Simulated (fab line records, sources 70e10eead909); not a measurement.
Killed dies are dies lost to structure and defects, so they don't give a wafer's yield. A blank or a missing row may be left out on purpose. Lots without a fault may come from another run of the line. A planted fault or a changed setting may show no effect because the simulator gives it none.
Chamber matching | flow nand_harc | NHARC_A_STAIRCASE_ETCH_253 on rie_diel-01: 4 sister chambers
The step etches the open film in C4F8/O2, target depth 50 nm, time 20.2 s. 8 wafers are shown with their chamber, then 12 later ones without.

WAFERS WITH THEIR CHAMBER
wafer  | chamber | oes_product_au (a.u.) | rf_vpp_V (V)
L083.1 | 1       | 0.930                 | 893
L084.3 | 3       | 0.963                 | 891
L081.4 | 2       | 0.916                 | 905
L087.5 | 0       | 0.965                 | 905
L087.6 | 1       | 0.943                 | 893
L088.2 | 0       | 0.955                 | 906
L088.4 | 3       | 0.959                 | 892
L088.5 | 2       | 0.962                 | 905

WAFERS WITHOUT THEIR CHAMBER
wafer  | oes_product_au (a.u.) | rf_vpp_V (V)
L089.1 | 0.942                 | 893
L089.3 | 0.938                 | 906
L089.4 | 0.950                 | 892
L091.4 | 0.951                 | 891
L091.5 | 0.948                 | 906
L091.6 | 0.962                 | 893
L093.1 | 0.961                 | 905
L093.3 | 0.959                 | 891
L093.4 | 0.967                 | 905
L096.1 | 0.973                 | 891
L096.2 | 0.959                 | 905
L096.4 | 0.977                 | 904

WHICH CHAMBER EACH WENT THROUGH
wafer  | from the rows above     | in truth
L089.1 | 1                       | 1
L089.3 | can't be placed: 0 or 2 | 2
L089.4 | can't be placed: 3 or 1 | 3
L091.4 | 3                       | 3
L091.5 | can't be placed: 0 or 2 | 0
L091.6 | can't be placed: 1 or 3 | 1
L093.1 | can't be placed: 0 or 2 | 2
L093.3 | 3                       | 3
L093.4 | can't be placed: 0 or 2 | 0
L096.1 | 3                       | 3
L096.2 | can't be placed: 0 or 2 | 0
L096.4 | can't be placed: 2 or 0 | 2
Placed correctly: 4 of 12. Can't be placed from these rows: 8 (the true chamber is among the candidates in 8). Placed wrongly: 0.
How it was worked out, from the rows above alone: a wafer's distance from a chamber is the root of the sum, over the readings, of the square of ((its reading less the chamber's mean) divided by the reading's scatter). The wafer belongs to the nearest chamber; if the next one is less than 2 further off, it can't be placed. A chamber's mean is the mean of its shown wafers. The scatter: the root of (the sum of the squares of (reading less its chamber's mean) over the shown wafers, divided by (wafers less chambers)).
